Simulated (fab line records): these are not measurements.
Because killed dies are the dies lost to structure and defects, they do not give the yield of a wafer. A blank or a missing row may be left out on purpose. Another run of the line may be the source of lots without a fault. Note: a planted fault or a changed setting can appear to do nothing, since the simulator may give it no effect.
Which tool did it? + flow nand-harc + 18 wafers from 6 lots sampled at 4 of the route's 1302 steps

== WHAT THE GAUGES READ, wafer by wafer ==
NHARC_END_SORT_01.
| lot  | measured     | on        | killed-at-periphery |
|------|--------------|-----------|---------------------|
| L921 | day 25 01:46 | prober-02 | 6 3 3               |
| L924 | day 26 06:21 | prober-01 | 5 10 8              |
| L926 | day 26 23:11 | prober-01 | 6 1 3               |
| L929 | day 28 11:41 | prober-02 | 655 649 655         |
| L937 | day 32 05:50 | prober-01 | 4 2 3               |
| L942 | day 33 23:48 | prober-02 | 5 2 4               |

== WHAT TOOL EACH LOT RAN ON (gives the tool, then ch and the chambers of the sampled wafers, and finally the start) ==
| lot  | NHARC_P_ZERO_WELL_RTA_42         | NHARC_P_STI_ETCH_31                | NHARC_P_STI_CMP_21            |
|------|----------------------------------|------------------------------------|-------------------------------|
| L921 | rtp-anneal-01 ch 0, day 2 23:09  | rie-diel-05 ch 0,1, day 3 15:10    | cmp-03 ch 1,2, day 4 09:26    |
| L924 | rtp-anneal-01 ch 0, day 4 04:54  | rie-diel-05 ch 0,1,3, day 4 20:35  | cmp-03 ch 0,2,3, day 5 14:24  |
| L926 | rtp-anneal-02 ch 0, day 5 01:02  | rie-diel-05 ch 1,2, day 5 17:02    | cmp-01 ch 0,3, day 6 11:28    |
| L929 | rtp-anneal-01 ch 0, day 6 07:08  | rie-diel-05 ch 0,3, day 7 01:08    | cmp-04 ch 0,1,2, day 7 19:26  |
| L937 | rtp-anneal-02 ch 0, day 9 14:50  | rie-diel-07 ch 0,2, day 10 12:35   | cmp-04 ch 1,3, day 11 11:02   |
| L942 | rtp-anneal-01 ch 0, day 11 16:55 | rie-diel-07 ch 0,1,2, day 12 08:18 | cmp-03 ch 0,1,2, day 13 04:01 |
- NHARC_P_ZERO_WELL_RTA_42: time 300 s.
- NHARC_P_STI_ETCH_31: etches the open film in CF4/CHF3, target depth 108.9 nm, time 54.5 s.
- NHARC_P_STI_CMP_21: polishes, t overpolish 20 s, target thk 380.67 nm.

== THE ANSWER, worked out from the rows above alone ==
Rule: what is usual is taken from the lots themselves. The widest of any qualifying gaps counts: lots, ordered by their means at a reading, are off when they make up no more than a third of the lots, leave a main group of 4 or more, and stand apart from it by 3 or more times the standard deviation of that group's means. A main group is skipped when, at the precision printed for the reading in the tables above, its means are all equal. Also off: a lot with no number at a reading for which 4 or more lots have one. All remaining lots with rows at the step are treated as sound.
Off at NHARC_END_SORT_01 (killed-at-periphery): L929. The main group has a mean of 4.3 with a standard deviation of 1.7.
A tool fits if, at a process step before that reading, it ran every lot that is off, and no sound lot after the first of them. Gauges at NHARC_END_SORT_01: tried the same way as those tools. One candidate fits, namely rie-diel-05 at NHARC_P_STI_ETCH_31. A fault onset in the window from L926 (day 5 17:02, its last sound lot) to L929 (day 7 01:08, its first lot off) fits.

== WHAT THE SIMULATOR HAD PUT IN ==
At NHARC_P_STI_ETCH_31, the step was skipped entirely on rie-diel-05 from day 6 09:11 on. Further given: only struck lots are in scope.
Shown lots that were struck: L929. The same result came from the rule above.
